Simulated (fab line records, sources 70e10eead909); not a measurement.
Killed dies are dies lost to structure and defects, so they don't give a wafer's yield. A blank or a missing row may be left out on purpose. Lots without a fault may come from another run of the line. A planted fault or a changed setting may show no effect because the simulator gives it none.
One fault seen from 2 desks | flow nand_harc | each desk has only its own numbers; what lay behind them comes last

THE DEFECT DESK
What the inspections along the route counted, lot by lot: means of the sampled wafers that have a number. A lot is out of limits, marked OUT, if its mean lies more than 4 standard deviations from the usual mean; the brackets give that distance.
Columns: A = raw_defect_count at NHARC_A_CHANNEL_HOLE_D2_INSPECT_40, usual 283
lot  | first seen here | A
L114 | day 13 14:35    | 267
L126 | day 18 15:29    | 181
L134 | day 22 06:02    | 297
L135 | day 22 09:52    | 232
L136 | day 22 10:10    | 266
This desk's finding: nothing out of limits on any of the 5 lots.

THE TOOL OWNER'S DESK: rie_diel-11
The tool's own readings at NHARC_A_CHANNEL_FILL_D2_ETCHBACK_20 (etches the open film in C4F8/O2/Ar, target depth 27 nm, time 13.5 s): means of the sampled wafers that have a number, for each lot that ran on this tool. A lot is out of limits, marked OUT, if its mean lies more than 4 standard deviations from the usual mean; the brackets give that distance.
Columns: A = oes_product_au at NHARC_A_CHANNEL_FILL_D2_ETCHBACK_20, usual 0.990 a.u.; B = rf_fwd_power_W at NHARC_A_CHANNEL_FILL_D2_ETCHBACK_20, usual 587.9 W; C = rf_vpp_V at NHARC_A_CHANNEL_FILL_D2_ETCHBACK_20, usual 978 V
lot  | first seen here | A               | B     | C
L114 | day 14 16:27    | 1.010           | 590.5 | 986
L134 | day 23 07:29    | 0.747 (-10) OUT | 589.0 | 976
This desk's finding: out of limits on L134; first on L134, day 23 07:29 (oes_product_au at NHARC_A_CHANNEL_FILL_D2_ETCHBACK_20). In limits: L114.

PUT TOGETHER
The tool owner's desk could have raised an alarm at day 23 07:29, on L134.
The defect desk saw nothing out of limits.
The defect desk has L134 on record, within its limits.
Of the lots named, all ran NHARC_A_CHANNEL_FILL_D2_ETCHBACK_20 on rie_diel-11.

WHAT THE SIMULATOR HAD PUT IN
Process parameter drift: rie_diel-11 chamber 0, from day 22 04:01 on, at NHARC_A_CHANNEL_FILL_D2_ETCHBACK_20. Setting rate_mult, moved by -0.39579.
Lots struck among those shown: L134.
Hours from the fault's start to each desk's first reading out of limits: the tool owner's desk, 27.
